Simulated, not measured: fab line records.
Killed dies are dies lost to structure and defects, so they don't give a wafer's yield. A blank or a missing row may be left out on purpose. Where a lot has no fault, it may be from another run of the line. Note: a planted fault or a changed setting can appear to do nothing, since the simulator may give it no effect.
fab line records ; flow n5Finfet
[record] lots = 11; wafers = 33; lastDay = 17
route steps=1938 shown BEOL_M0@741 MIM_TOP_ETCH@1853 MIM_BOT_ETCH@1869 TV_OPEN@1889 PASSIVATION@1936
lots that met no fault: from a run of the same line without faults
startH: hours from the record's opening day to when the first of the lot's shown wafers began ; waitH: hours from the lot's prior step to this one ; " repeats the value in the row above ; L1.1+2: several wafers, shown together as one row ; - no value present, or no start provided ; * or withheld: withheld ; < > ~ a bound
route shown NAME@n: NAME is a module with steps in the file, n the number in the route of the first one ; usual: mean/standard deviation taken from wafers without a fault ; same: alike in all rows ; chamber/n: place in a boat ; sites: readings site by site ; _std_site: how widely they spread, as a standard deviation ; _edge_site: inner sites' mean taken away from outer sites' mean ; radiusMm: how far each site lies from the wafer's centre ; mask NAME#n: copy n ; behind: the most recent tool/chamber to have shaped the wafer ; hold: the reason the lot was held/the length of the hold in hours/how it ended ; device: which transistor (n, p or np) failed to switch ; end of line: tests run on the same wafers once the route is complete ; a step with no rows: only its recipe ; killed: dies lost to structure and defects at the first sort, not the wafer's yield ; map: shows each die of a wafer: x if killed, . if not, _ if none is there
set.NAME: the setting as run; set.NAME@STEP: as run at that earlier step ; model.NAME: the simulator's own value behind a step, which no gauge read
the route's steps for a sample of lots (tables are steps, rows are wafers)
services: a tool's chamber out of use, with start hour (startH, from the record's first day; less than 0 if before it), hours out, and reason
[[steps]]
[step N5_BEOL_M0_ECD_118]
[recipe] material = Cu; targetThkA = 3000
lot.wafer;tool;chamber;startH;waitH
L436.4+5+6;ecdCu-01;0,1,0;117.11;0.1
L437.1+3+6;ecdCu-02;0;125.84;0.1
L439.1+2+5;ecdCu-02;0,1,0;138.91;0.1
L443.3+4+5;ecdCu-02;1,0,1;164.17;0.1
L445.3+4+5;ecdCu-02;1,0,0;176.18;0.1
L448.1+2+6;ecdCu-02;1,0,0;190.62;0.1
L452.3+4+6;ecdCu-01;1,0,1;215.17;0.1
L454.1+2+3;ecdCu-01;1,0,1;226.37;0.1
L455.3+4+6;ecdCu-01;1,0,0;232.65;0.1
L457.1+4+5;ecdCu-02;0,0,1;248.73;0.1
L459.2+3+6;ecdCu-02;0,1,0;254.59;0.1
[step N5_MIM_TOP_ETCH_PECVD_03]
[recipe] material = SiNx; targetThkA = 200; tempC = 400; precursor = SiH4/NH3/N2; pressureTorr = 1.5; rfW = 300; timeS = 17.6
[usual] chamberPressureTorr = 1.500/0.0033; heaterPowerW = 707/53; rfFwdPowerW = 296.9/1; showerheadPlenumPTorr = 5.13/0.056; throttleValvePct = 41.8/2
lot.wafer;tool;chamber;startH;waitH;chamberPressureTorr;heaterPowerW;rfFwdPowerW;showerheadPlenumPTorr;throttleValvePct
L436.4;pecvd-02;1;242.48;-;1.505;700;296.2;5.19;44.7
L436.5;pecvd-02;0;242.48;-;1.499;663;296.5;5.03;42.5
L436.6;pecvd-02;2;242.48;-;1.500;696;298.6;5.07;40.5
L437.1;pecvd-04;1;257.94;-;1.499;855;296.4;5.12;42.5
L437.3;pecvd-04;2;257.94;-;1.494;720;298.0;5.14;36.9
L437.6;pecvd-04;2;257.94;-;1.497;722;296.2;5.15;36.9
L439.1;pecvd-02;1;269.56;-;1.495;685;298.3;5.17;44.5
L439.2;pecvd-02;0;269.56;-;1.502;665;295.0;5.05;42.8
L439.5;pecvd-02;2;269.56;-;1.503;735;297.4;5.06;40.8
L443.3;pecvd-01;0;295.38;-;1.498;709;296.9;5.21;40.6
L443.4;pecvd-01;0;295.38;-;1.497;712;297.0;5.18;40.7
L443.5;pecvd-01;2;295.38;-;1.499;736;296.7;5.15;40.8
L445.3;pecvd-01;1;323.90;-;1.507;778;297.8;5.17;43.8
L445.4;pecvd-01;2;323.90;-;1.494;744;296.0;5.13;40.9
L445.5;pecvd-01;0;323.90;-;1.500;616;295.6;5.19;40.5
L448.1;pecvd-02;2;329.16;-;1.498;665;296.4;5.08;40.9
L448.2;pecvd-02;0;329.16;-;1.501;722;297.2;5.04;42.7
L448.6;pecvd-02;1;329.16;-;1.499;720;297.6;5.18;44.5
L452.3;pecvd-04;2;349.53;-;1.496;672;298.8;5.14;37.5
L452.4;pecvd-04;2;349.53;-;1.500;685;298.0;5.16;37.4
L452.6;pecvd-04;0;349.53;-;1.501;703;295.9;5.19;42.7
L454.1;pecvd-04;2;377.84;-;1.496;742;296.7;5.16;37.6
L454.2;pecvd-04;0;377.84;-;1.502;723;295.6;5.18;43.0
L454.3;pecvd-04;1;377.84;-;1.501;821;296.9;5.11;42.9
L457.1;pecvd-02;1;386.70;-;1.493;697;297.1;5.19;44.3
L457.4;pecvd-02;2;386.70;-;1.497;754;298.5;5.08;41.5
L457.5;pecvd-02;1;386.70;-;1.500;687;297.4;5.19;44.8
L459.2;pecvd-02;2;395.10;-;1.500;751;297.6;5.08;41.4
L459.3;pecvd-02;0;395.10;-;1.498;655;295.6;5.06;42.9
L459.6;pecvd-02;1;395.10;-;1.498;658;297.8;5.17;44.3
L455.3;pecvd-01;2;398.81;-;1.502;695;296.7;5.15;41.5
L455.4;pecvd-01;0;398.81;-;1.499;641;296.7;5.19;40.7
L455.6;pecvd-01;2;398.81;-;1.504;699;296.8;5.14;41.4
[step N5_MIM_BOT_ETCH_STRIP_01]
[recipe] chemistry = O2; powerW = 600; tempC = 60; pressureMtorr = 30; rfFrequencyHz = 6e+07; biasPowerW = 0; overashFraction = 0.5; o2FlowSccm = 225
[usual] drypumpMotorCurrentA = 5.8/0.33; oesProductAu = 0.79/0.093; rfVppV = 3.6/1.3; showerheadPlenumPTorr = 2.11/0.07; throttleValvePct = 16.67/0.25
lot.wafer;tool;chamber;startH;waitH;drypumpMotorCurrentA;oesProductAu;rfHoursCounterH;rfVppV;showerheadPlenumPTorr;throttleValvePct
L436.4;rieDiel-05;1;243.53;0.2;5.5;0.70;-;2.1;2.17;16.83
L436.5;rieDiel-05;0;243.53;0.2;5.7;0.82;-;4.3;2.22;16.36
L436.6;rieDiel-05;3;243.53;0.2;5.8;0.80;-;2.9;2.04;16.61
L437.1;rieDiel-03;3;258.89;0.1;5.5;0.72;209;1.1;2.08;17.10
L437.3;rieDiel-03;2;258.89;0.1;5.8;0.84;77;5.6;2.22;16.43
L437.6;rieDiel-03;1;258.89;0.1;5.4;0.72;-;4.1;1.99;16.37
L439.1;rieDiel-03;3;270.52;0.1;5.5;0.72;212;4.5;2.08;17.09
L439.2;rieDiel-03;1;270.52;0.1;5.4;0.74;199;4.9;1.99;16.32
L439.5;rieDiel-03;1;270.52;0.1;5.4;0.73;-;4.2;1.99;16.32
L443.3;rieDiel-04;2;296.39;0.1;6.1;0.71;206;3.3;2.07;17.10
L443.4;rieDiel-04;1;296.39;0.1;6.4;0.89;31;3.6;2.14;16.62
L443.5;rieDiel-04;2;296.39;0.1;6.1;0.73;-;2.6;2.07;17.12
L445.3;rieDiel-04;3;324.97;0.1;6.2;0.73;230;6.0;2.06;17.05
L445.4;rieDiel-04;0;324.97;0.1;6.3;0.95;19;3.4;2.16;16.43
L445.5;rieDiel-04;1;324.97;0.1;6.4;0.89;-;3.0;2.14;16.67
L448.1;rieDiel-03;0;330.31;0.4;5.7;0.91;28;6.8;2.14;16.60
L448.2;rieDiel-03;1;330.31;0.4;5.4;0.70;219;2.4;1.99;16.37
L448.6;rieDiel-03;0;330.31;0.4;5.6;0.92;-;4.4;2.14;16.70
L452.3;rieDiel-04;2;350.59;0.2;6.1;0.70;228;5.3;2.06;17.12
L452.4;rieDiel-04;1;350.59;0.2;6.4;0.88;47;4.0;2.14;16.66
L452.6;rieDiel-04;3;350.59;0.2;6.2;0.69;-;3.4;2.06;17.06
L454.1;rieDiel-03;3;378.93;0.1;5.5;0.67;248;3.2;2.07;17.14
L454.2;rieDiel-03;2;378.93;0.1;5.7;0.80;122;5.4;2.20;16.49
L454.3;rieDiel-03;0;378.93;0.1;5.6;0.89;47;1.3;2.14;16.62
L457.1;rieDiel-05;2;387.58;0.2;5.5;0.77;128;4.8;2.10;16.72
L457.4;rieDiel-05;0;387.58;0.2;5.7;0.75;105;3.1;2.20;16.45
L457.5;rieDiel-05;2;387.58;0.2;5.6;0.77;-;5.7;2.10;16.70
L459.2;rieDiel-03;2;396.51;0.4;5.8;0.78;131;2.4;2.20;16.56
L459.3;rieDiel-03;0;396.51;0.4;5.7;0.86;55;3.4;2.13;16.69
L459.6;rieDiel-03;2;396.51;0.4;5.8;0.78;-;4.9;2.20;16.48
L455.3;rieDiel-04;1;399.81;0.2;6.4;0.84;68;3.9;2.13;16.72
L455.4;rieDiel-04;1;399.81;0.2;6.5;0.84;-;2.9;2.13;16.72
L455.6;rieDiel-04;2;399.81;0.2;6.1;0.70;-;2.2;2.05;17.13
[step N5_PASSIVATION_STRIP_14]
[recipe] chemistry = O2; powerW = 600; tempC = 60; pressureMtorr = 30; rfFrequencyHz = 6e+07; biasPowerW = 0; overashFraction = 0.5; o2FlowSccm = 225
[usual] drypumpMotorCurrentA = 5.7/0.51; oesProductAu = 0.81/0.084; rfVppV = 3.7/0.97; showerheadPlenumPTorr = 2.07/0.065; throttleValvePct = 16.54/0.18
lot.wafer;tool;chamber;startH;waitH;drypumpMotorCurrentA;oesProductAu;rfHoursCounterH;rfVppV;showerheadPlenumPTorr;throttleValvePct
L436.4;rieDiel-06;3;245.71;0.1;5.9;0.82;76;4.2;2.04;16.43
L436.5;rieDiel-06;2;245.71;0.1;5.6;0.68;-;3.2;2.07;16.52
L436.6;rieDiel-06;3;245.71;0.1;5.9;0.81;-;4.1;2.04;16.47
L437.1;rieDiel-01;1;260.76;0.1;5.8;0.74;174;3.0;2.00;16.46
L437.3;rieDiel-01;2;260.76;0.1;4.9;0.79;100;3.1;2.04;16.52
L437.6;rieDiel-01;2;260.76;0.1;5.0;0.78;-;2.4;2.04;16.51
L439.1;rieDiel-06;0;272.03;0.1;5.8;0.88;44;4.2;2.06;16.48
L439.2;rieDiel-06;3;272.03;0.1;5.9;0.81;83;4.2;2.04;16.46
L439.5;rieDiel-06;2;272.03;0.1;5.7;0.66;-;2.7;2.06;16.56
L443.3;rieDiel-06;3;299.09;0.1;5.9;0.80;87;3.4;2.04;16.46
L443.4;rieDiel-06;0;299.09;0.1;5.8;0.89;48;1.6;2.06;16.49
L443.5;rieDiel-06;2;299.09;0.1;5.6;0.67;-;4.4;2.06;16.56
L445.3;rieDiel-06;3;327.75;0.1;5.9;0.79;98;3.4;2.03;16.50
L445.4;rieDiel-06;1;327.75;0.1;6.6;0.83;89;4.1;2.20;16.66
L445.5;rieDiel-06;0;327.75;0.1;5.8;0.86;-;2.3;2.05;16.46
L448.1;rieDiel-06;1;333.01;0.1;6.6;0.83;91;2.7;2.20;16.65
L448.2;rieDiel-06;3;333.01;0.1;5.9;0.79;99;4.2;2.03;16.50
L448.6;rieDiel-06;0;333.01;0.1;5.8;0.86;-;4.4;2.05;16.50
L452.3;rieDiel-02;1;352.12;0.1;6.1;0.87;57;3.1;2.04;16.57
L452.4;rieDiel-02;0;352.12;0.1;5.9;0.97;12;3.9;2.05;16.36
L452.6;rieDiel-02;0;352.12;0.1;5.9;0.97;-;3.4;2.06;16.40
L454.1;rieDiel-06;0;380.30;0.1;5.8;0.85;74;5.0;2.05;16.53
L454.2;rieDiel-06;3;380.30;0.1;5.9;0.79;114;3.5;2.03;16.52
L454.3;rieDiel-06;2;380.30;0.1;5.7;0.90;16;4.4;2.06;16.11
L457.1;rieDiel-06;0;389.38;0.1;5.8;0.84;77;4.0;2.05;16.51
L457.4;rieDiel-06;2;389.38;0.1;5.7;0.89;19;2.7;2.06;16.17
L457.5;rieDiel-06;0;389.38;0.1;5.8;0.85;-;3.9;2.05;16.52
L459.2;rieDiel-06;2;403.06;0.1;5.6;0.88;23;2.6;2.05;16.15
L459.3;rieDiel-06;1;403.06;0.1;6.6;0.80;111;4.1;2.19;16.71
L459.6;rieDiel-06;1;403.06;0.1;6.6;0.80;-;4.7;2.19;16.71
L455.3;rieDiel-01;2;403.77;0.1;4.9;0.75;140;2.2;2.03;16.58
L455.4;rieDiel-01;1;403.77;0.1;5.8;0.68;-;3.5;1.99;16.53
L455.6;rieDiel-01;2;403.77;0.1;4.9;0.75;-;3.4;2.03;16.57
[step N5_PASSIVATION_PROBE_49]
[usual] defectLimitedYield = 91.3/1.4; killed_at_M0_to_M3 = 35/11; killed_at_M4_up = 14/5.4; killedAtContacts = 12/6.2; killedAtFrontEnd = 38/11; killedAtOther = 4.1/2.8; killedDies = 103/17; killedOnRim = 13/4; killedOpen = 66/13; killedShort = 34/8.2; sort_bin_5_function = 5.1/0.89; sort_bin_6_memory = 3.3/0.72; sort_bin_8_speed = 0.00/0.0099; sortNPass = 1077/17; sortYieldPct = 91.3/1.4
[same] grossDies = 1180; killedAtBackSide = 0; sort_bin_4_leakage[%] = 0
lot.wafer;tool;chamber;startH;waitH;defectLimitedYield[%];killed_at_M0_to_M3;killed_at_M4_up;killedAtContacts;killedAtFrontEnd;killedAtOther;killedDies;killedOnRim;killedOpen;killedShort;sort_bin_5_function[%];sort_bin_6_memory[%];sort_bin_8_speed[%];sortNPass;sortYieldPct[%]
L437.1;prober-02;-;266.51;0.0;90.9;39;23;16;28;1;107;15;77;28;4.9;3.7;0;1073;90.9
L437.3;prober-02;-;266.61;0.1;87.8;57;21;13;48;5;144;20;93;47;7.2;4.4;0;1036;87.8
L437.6;prober-02;-;266.76;0.3;90.8;30;19;10;48;2;109;17;75;26;5.6;3.5;0;1071;90.8
L439.1;prober-02;-;277.98;0.0;88.6;39;14;21;55;5;134;16;88;42;6.9;3.7;0;1046;88.6
L439.2;prober-02;-;278.03;0.1;92.8;33;20;9;18;5;85;12;59;25;4.2;2.8;0;1095;92.8
L439.5;prober-02;-;278.18;0.2;91.8;33;17;13;33;1;97;16;68;23;4.5;3.0;0;1083;91.8
L445.3;prober-01;-;334.87;0.1;89.9;24;13;26;54;2;119;14;76;39;6.2;3.6;0;1061;89.9
L445.4;prober-01;-;334.92;0.2;74.4;231;15;20;33;3;302;37;60;28;15.6;8.7;0;878;74.4
L445.5;prober-01;-;334.97;0.2;73.2;256;13;14;32;1;316;30;57;24;16.9;9.0;0;864;73.2
L448.1;prober-02;-;339.41;0.0;91.4;40;15;9;36;1;101;11;64;37;5.0;3.5;0;1079;91.4
L448.2;prober-02;-;339.46;0.1;70.4;284;22;17;22;4;349;46;73;45;18.3;9.8;0;831;70.4
L448.6;prober-02;-;339.66;0.3;72.3;259;14;18;32;4;327;46;59;54;16.6;9.7;0;853;72.3
L454.3;prober-02;-;386.92;0.1;91.8;42;11;2;33;9;97;13;65;29;4.9;3.1;0;1083;91.8
// killed by level:class
L437.1 STI_FIN_REVEAL:geometricParticle:open=13 MOL_CONTACT_COAG:geometricParticle:open=13 BEOL_M4:geometricParticle:open=13 BEOL_M1:geometricParticle:open=9 BEOL_M2:geometricParticle:open=7 BEOL_M0_SAQP:geometricParticle:open=6 BEOL_M3:geometricParticle:open=6 STI_FIN_REVEAL:geometricParticle:short=4
L437.3 BEOL_M3:geometricParticle:open=13 STI_FIN_REVEAL:geometricParticle:open=11 MOL_CONTACT_COAG:geometricParticle:open=10 BEOL_M0_SAQP:geometricParticle:open=9 BEOL_M0_SAQP:geometricParticle:short=9 FIN_SAQP:geometricParticle:short=8 BEOL_M4:geometricParticle:open=8 BEOL_M1:geometricParticle:open=7
L437.6 STI_FIN_REVEAL:geometricParticle:open=18 MOL_CONTACT_COAG:geometricParticle:open=10 FIN_SAQP:geometricParticle:open=7 BEOL_M1:geometricParticle:open=7 FIN_SAQP:geometricParticle:short=6 BEOL_M0_SAQP:geometricParticle:short=5 BEOL_M4:geometricParticle:open=5 BEOL_M3:geometricParticle:open=4
L439.1 MOL_CONTACT_COAG:geometricParticle:open=17 BEOL_M3:geometricParticle:open=11 FIN_SAQP:geometricParticle:short=10 STI_FIN_REVEAL:geometricParticle:open=10 FIN_SAQP:geometricParticle:open=9 BEOL_M0_SAQP:geometricParticle:open=8 BEOL_M4:geometricParticle:open=6 SPACER0:geometricParticle:open=6
L439.2 BEOL_M4:geometricParticle:open=14 BEOL_M0_SAQP:geometricParticle:open=10 BEOL_M3:geometricParticle:open=9 MOL_CONTACT_COAG:geometricParticle:open=6 BEOL_M1:geometricParticle:open=6 STI_FIN_REVEAL:geometricParticle:open=5 FIN_SAQP:geometricParticle:short=3 MOL_CONTACT_COAG:geometricParticle:short=3
L439.5 MOL_CONTACT_COAG:geometricParticle:open=11 BEOL_M4:geometricParticle:open=11 BEOL_M0_SAQP:geometricParticle:open=10 BEOL_M1:geometricParticle:open=9 BEOL_M3:geometricParticle:open=7 STI_FIN_REVEAL:geometricParticle:open=6 FIN_SAQP:geometricParticle:short=5 STARTING-WAFER:geometricParticle:open=4
L445.3 MOL_CONTACT_COAG:geometricParticle:open=23 FIN_SAQP:geometricParticle:open=15 FIN_SAQP:geometricParticle:short=13 BEOL_M0_SAQP:geometricParticle:short=7 GATE_CUT:geometricParticle:open=6 STI_FIN_REVEAL:geometricParticle:open=5 BEOL_M4:geometricParticle:open=4 BEOL_M3:geometricParticle:open=4
L445.4 BEOL_M0:unspecified=212 MOL_CONTACT_COAG:geometricParticle:open=13 STI_FIN_REVEAL:geometricParticle:open=9 BEOL_M4:geometricParticle:open=8 MOL_CONTACT_COAG:geometricParticle:short=7 BEOL_M2:geometricParticle:open=6 FIN_SAQP:geometricParticle:short=5 FIN_SAQP:geometricParticle:open=4
L445.5 BEOL_M0:unspecified=234 MOL_CONTACT_COAG:geometricParticle:open=11 BEOL_M4:geometricParticle:open=9 DUMMY_GATE:geometricParticle:open=7 STI_FIN_REVEAL:geometricParticle:open=6 BEOL_M1:geometricParticle:open=5 BEOL_M3:geometricParticle:short=5 GATE_CUT:geometricParticle:open=4
L448.1 FIN_SAQP:geometricParticle:open=14 BEOL_M1:geometricParticle:short=13 MOL_CONTACT_COAG:geometricParticle:open=8 BEOL_M0_SAQP:geometricParticle:short=7 BEOL_M0_SAQP:geometricParticle:open=6 BEOL_M2:geometricParticle:open=6 BEOL_M4:geometricParticle:open=5 BEOL_M4:geometricParticle:short=5
L448.2 BEOL_M0:unspecified=230 BEOL_M0_SAQP:geometricParticle:open=14 MOL_CONTACT_COAG:geometricParticle:open=14 BEOL_M0_SAQP:geometricParticle:short=14 BEOL_M4:geometricParticle:open=11 BEOL_M1:geometricParticle:short=8 BEOL_M2:geometricParticle:open=8 FIN_SAQP:geometricParticle:open=5
L448.6 BEOL_M0:unspecified=214 BEOL_M0_SAQP:geometricParticle:short=12 BEOL_M2:geometricParticle:open=12 MOL_CONTACT_COAG:geometricParticle:open=11 BEOL_M4:geometricParticle:short=10 BEOL_M1:geometricParticle:short=9 FIN_SAQP:geometricParticle:short=8 MOL_CONTACT_COAG:geometricParticle:short=7
L454.3 BEOL_M2:geometricParticle:open=15 BEOL_M0_SAQP:geometricParticle:short=9 BEOL_M0_SAQP:geometricParticle:open=8 STI_FIN_REVEAL:geometricParticle:open=7 GATE_CUT:geometricParticle:short=5 STARTING-WAFER:geometricParticle:open=5 FIN_SAQP:geometricParticle:short=4 BEOL_M3:geometricParticle:open=4
[[services]]
tool;chamber;startH;hours;kind
rieDiel-03;3;95.34;22.6;repair
rieDiel-03;0;103.91;18.7;repair
rieDiel-03;-;112.50;2.8;repair
rieDiel-06;0;115.84;5.3;repair
rieDiel-04;2;116.92;6.0;repair
rieDiel-06;1;128.14;16.7;repair
pecvd-04;-;133.72;14.6;pm
rieDiel-06;2;142.69;23.3;repair
ecdCu-01;-;158.20;2.2;repair
pecvd-01;-;166.23;6.0;pm
pecvd-04;0;173.37;10.2;repair
ecdCu-02;-;177.51;0.7;repair
ecdCu-01;-;254.59;6.7;pm
rieDiel-04;0;266.18;6.3;repair
pecvd-02;-;274.24;0.2;repair
pecvd-02;-;274.66;5.5;pm
rieDiel-06;-;276.05;14.6;pm
rieDiel-06;2;307.59;1.2;repair
rieDiel-03;-;321.59;0.2;repair
rieDiel-03;3;327.58;11.6;repair
rieDiel-04;1;328.03;7.2;repair
rieDiel-06;2;335.32;3.3;repair
pecvd-02;2;349.91;6.0;repair
rieDiel-04;3;367.57;8.4;repair
[[key]]
[firstSign] step = N5_PASSIVATION_PROBE_49; reading = killed_at_M0_to_M3; direction = up; sigmas = 21; usual = 35; struck = 258
[effect] step = N5_PASSIVATION_PROBE_49; reading = defectLimitedYield; direction = down; sigmas = 13; usual = 91.3; struck = 72.6
[moreKillsBornAt] N5_BEOL_M0_ECD_118@ecdCu-02 = 890
metAt N5_BEOL_M0_ECD_118
struckLots L445,L448
struckWafers L445.4,L445.5,L448.2,L448.6
notActingAt N5_MIM_TOP_ETCH_PECVD_03,N5_MIM_BOT_ETCH_STRIP_01,N5_PASSIVATION_STRIP_14
onsetBetween 164.17 176.18
[fault] kind = chamberParticleSource; tool = ecdCu-02; chamber = 0; onsetH = 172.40; steps = N5_BEOL_M0_ECD_118; ratePerVisitCm2 = 0.41153; endH = 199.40
